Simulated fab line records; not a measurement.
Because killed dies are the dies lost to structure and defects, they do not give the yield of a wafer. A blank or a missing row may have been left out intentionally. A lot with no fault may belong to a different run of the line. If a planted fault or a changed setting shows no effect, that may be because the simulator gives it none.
A struck lot beside a sound one / flow nand_harc / 40 out of 1302 route steps
Sound: these wafers, L357.3, L357.4, L357.5. Wafers struck: L371.1, L371.3, L371.6. The cause is given at the end.
Each step with rows lists, per side, the tool, then ch with its chambers, then its first start. Under that, the readings that differ: sound wafers / struck wafers / difference of the means / sigmas: that difference in standard deviations of wafers without a fault.
alike: a reading whose means differ by less than 2 such deviations, as well as words and numbers matching on both sides. not compared: withheld readings; readings where some wafer has no value; bounds like >300 that might hide an equal value; numbers whose values overlap and for which the record gives no deviation.
The two part at a step that has a row with sigmas, a row that says differs or no value, or rows on one side only. Non-overlapping numbers with no deviation appear without sigmas and do not part them. A reading missing from all wafers of one side parts the sides only when that side holds two or more wafers.

first, 1 step without rows for these wafers: NHARC_P_M0_DEVELOP_08 (develop time 35 s).
NHARC_P_M0_CD_MEAS_09: the cd target is 90 nm.
  sound on cd_sem-01 ch 0, day 7 01:19; struck on cd_sem-02 ch 0, day 12 23:30
reading=cd_nm (nm); sound=88.4 88.7 88.5; struck=89.3 90.6 90.1; difference=+1.5; sigmas=+2
NHARC_P_M0_OVL_MEAS_10: pitch 180 nm.
  sound on overlay-01, day 7 01:24; struck on overlay-01, day 12 23:35
  alike: overlay_x_nm, overlay_y_nm
NHARC_P_M0_INSPECT_11:
  sound on defect_inspect-02, day 7 01:26; struck on defect_inspect-01, day 12 23:37
  alike: raw_defect_count
then, 1 step without rows for these wafers: NHARC_P_M0_DESCUM_14 (chemistry O2, time 3 s).
NHARC_P_M0_ETCH_34: etches the open film in N2/H2, target depth 40 nm, overetch 12 nm, time 43.94 s.
  sound on rie_diel-07 ch 0,1,2, day 7 01:35; struck on rie_diel-04 ch 1,2, day 12 23:49
reading=chamber_pressure_mTorr (mTorr); sound=29.986 29.906 30.024; struck=30.080 30.067 30.017; difference=+0.083; sigmas=+3
  alike: drypump_motor_current_A, oes_product_au, rf_fwd_power_W, rf_vpp_V, showerhead_plenum_p_Torr, throttle_valve_pct
  not compared: rf_hours_counter_h
NHARC_P_M0_ETCH_15: etches the open film in C4F8/Ar, target depth 150 nm, overetch 15 nm, time 82.5 s.
  sound on rie_diel-07 ch 1,2; struck on rie_diel-04 ch 1,2
reading=oes_product_au (a.u.); sound=0.998 0.984 0.993; struck=0.940 0.929 0.929; difference=-0.059; sigmas=-3
  alike: chamber_pressure_mTorr, rf_fwd_power_W, rf_vpp_V
  not compared: rf_hours_counter_h
NHARC_P_M0_CD_MEAS_16:
  sound on cd_sem-03, day 7 01:48; struck on cd_sem-02, day 13 00:03
reading=cd_nm (nm); sound=88.7 89.2 88.9; struck=89.6 91.0 91.5; difference=+1.8; sigmas=+2
then, 3 steps without rows for these wafers: NHARC_P_M0_STRIP_18 (strips in N2/H2); NHARC_P_M0_STRIP_19 (strips in post etch residue remover, time 600 s); NHARC_P_M0_DEGAS_28 (time 60 s).
NHARC_P_M0_PRE_CLEAN_29: time 30 s.
  sound on pvd_sputter-02; struck on pvd_sputter-01
  alike: heater_power_w
NHARC_P_M0_PVD_20: deposits TaN, target thk 5 nm, time 8.06 s.
  sound on pvd_sputter-02, day 7 02:32; struck on pvd_sputter-01, day 13 00:47
  alike: throttle_valve_pct
then, 2 steps without rows for these wafers: NHARC_P_M0_PVD_21 (deposits Cu, target thk 30 nm, time 20.49 s); NHARC_P_M0_ECD_22 (material Cu, target thk 400 nm).
NHARC_P_M0_ANNEAL_30: time 90 s.
  sound on rtp_anneal-01 ch 0, day 7 03:15; struck on rtp_anneal-02 ch 0, day 13 01:24
  alike: wafer_temp_C_max
NHARC_P_M0_CMP_23: polishes, t overpolish 20 s, target thk 117.54 nm.
  sound on cmp-02 ch 0,1, day 7 03:29; struck on cmp-02 ch 0,1,3, day 13 01:44
  alike: motor_current_A, time_to_endpoint_s
NHARC_P_M0_THK_MEAS_24: measures by xrf.
  sound on film_metro-01, day 7 03:49; struck on film_metro-02, day 13 02:04
  alike: thk_nm
then, 13 steps without rows for these wafers: NHARC_P_M0_SRD_25; NHARC_P_M0_PRE_CLEAN_31 (time 12 s); NHARC_P_M0_DEP_32 (deposits SiCN, target thk 30 nm); NHARC_P_M1_DEP_00 (deposits SiOC, target thk 182.5 nm); NHARC_P_M1_DEHYDRATE_01 (time 120 s); NHARC_P_M1_HMDS_02 (time 30 s); NHARC_P_M1_COAT_34 (time 65 s); NHARC_P_M1_COAT_03 (resist thk 90 nm); NHARC_P_M1_SOFTBAKE_04 (time 55 s); NHARC_P_M1_EBR_05; NHARC_P_M1_EXPOSE_06 (exposes mask P M1, target cd 130 nm); NHARC_P_M1_PEB_07 (peb time 65 s); NHARC_P_M1_DEVELOP_08 (develop time 35 s).
NHARC_P_M1_CD_MEAS_09: the cd target is 130 nm.
  sound on cd_sem-03 ch 0, day 7 05:14; struck on cd_sem-01 ch 0, day 13 03:38
  alike: cd_nm
NHARC_P_M1_OVL_MEAS_10: pitch 260 nm.
  sound on overlay-02, day 7 05:19; struck on overlay-01, day 13 03:43
  alike: overlay_x_nm, overlay_y_nm
then, 3 steps without rows for these wafers: NHARC_P_M1_DESCUM_14 (chemistry O2, time 3 s); NHARC_P_M1_ETCH_35 (etches the open film in N2/H2, target depth 40 nm, overetch 12 nm, time 43.94 s); NHARC_P_M1_ETCH_15 (etches the open film in C4F8/Ar, target depth 182.5 nm, time 91.2 s).
NHARC_P_M1_CD_MEAS_16:
  sound on cd_sem-01, day 7 05:44; struck on cd_sem-03, day 13 04:07
reading=cd_nm (nm); sound=129.7 128.9 129.5; struck=131.4 130.4 131.6; difference=+1.8; sigmas=+2
then, 2 steps without rows for these wafers: NHARC_P_M1_STRIP_18 (strips in N2/H2); NHARC_P_M1_ETCH_28 (etches the open film in CF4/N2, target depth 30 nm, time 72.99 s).
-- the record jumps here: 18 days lie between the struck wafers' starts before and after (it left off in module P_M1 and takes up again in module END, whose first step shown is number 1302 of the route) --
NHARC_END_SORT_01:
  at this point the record logs the struck wafers (prober-02 ch 0, day 31 04:23) and has no rows for the sound ones

## WHERE THEY PART
First at NHARC_P_M0_CD_MEAS_09; last, within this record, at NHARC_END_SORT_01.

WHY: what had been put in by the simulator
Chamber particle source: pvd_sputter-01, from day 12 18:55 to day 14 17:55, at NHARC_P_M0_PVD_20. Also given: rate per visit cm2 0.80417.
